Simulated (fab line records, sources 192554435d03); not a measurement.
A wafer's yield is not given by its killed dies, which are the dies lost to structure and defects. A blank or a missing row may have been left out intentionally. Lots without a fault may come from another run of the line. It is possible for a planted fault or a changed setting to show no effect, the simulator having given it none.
Problem report in the 8D (eight disciplines) form, filled by code + flow n5-finfet + the parts of the form that need people (team, actions taken, sign-off) are left out

## 1. THE ISSUE
spin-speed-rpm at N5_BEOL_M8_COAT_59 reads a mean of 1728.1 rpm on 6 wafers of 2 lots; wafers without a fault read 1499.9 rpm with a standard deviation of 1.2. That is +99 or more standard deviations from the usual mean.
The step: time 60 s, resist thk 100 nm.
Seen first at day 13 01:22 on litho-track-02, wafer L716.2. The record holds 12 wafers of 4 lots with a number at this step. Rule for "out" (also "out of limits"): further than 4 standard deviations from the usual mean. Any other wafer with a number is counted as sound.

## 2. WHAT THIS IS AND IS NOT
| question                    | is                     | is not                                                             |
|-----------------------------|------------------------|--------------------------------------------------------------------|
| which readings at this step | spin-speed-rpm         | -                                                                  |
| which lots                  | L716, L718             | L710, L724                                                         |
| which wafers of those lots  | all that have a number | -                                                                  |
| read on which tools         | litho-track-02         | litho-track-01                                                     |
| when                        | from day 13 01:22      | up to then (3 sound wafers); but 3 sound wafers of L724 came after |

## 3. SUSPECTS, AND WHAT RULES EACH OUT
Counting: a tool at a process step up to the reading stays a suspect if it ran every lot that is out and no sound lot after the first of them.
- litho-track-02 at N5_BEOL_M8_COAT_59 (time 60 s, resist thk 100 nm): kept. It processed each lot that is out, first L716 at day 13 01:22, and no sound lot thereafter; up to then, the last sound lot it processed was L710 at day 11 05:17. Its own spin-speed-rpm readings are out on those wafers.
The count leaves litho-track-02 at N5_BEOL_M8_COAT_59.

## 4. THE CAUSE (what the simulator had put in)
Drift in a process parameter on litho-track-02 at N5_BEOL_M8_COAT_59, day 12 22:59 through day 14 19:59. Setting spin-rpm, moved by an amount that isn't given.
This tool alone remained once counting was done.

## 5. SEQUENCE OF EFFECTS, ordered by route
Each row: a reading where the mean over the struck wafers with a number is more than 3 standard deviations away from the usual. Readings are gone through only where the record gives a usual standard deviation; hours: the median, over the lots, of the time from a lot's start at the first step in this table giving one to that lot's start at this step; sigmas: the change measured in usual standard deviations.
| hours | step               | reading        | usual      | on struck wafers | change | sigmas      |
|-------|--------------------|----------------|------------|------------------|--------|-------------|
| 0     | N5_BEOL_M8_COAT_59 | spin-speed-rpm | 1499.9 rpm | 1728.1           | +228.2 | +99 or more |
Its process steps:
- N5_BEOL_M8_COAT_59: time 60 s, resist thk 100 nm.

## 6. HOW IT WOULD HAVE BEEN CAUGHT EARLIER
2 hours passed between the start of the fault at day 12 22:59 and the first reading out of limits in this record, taken at day 13 01:22.
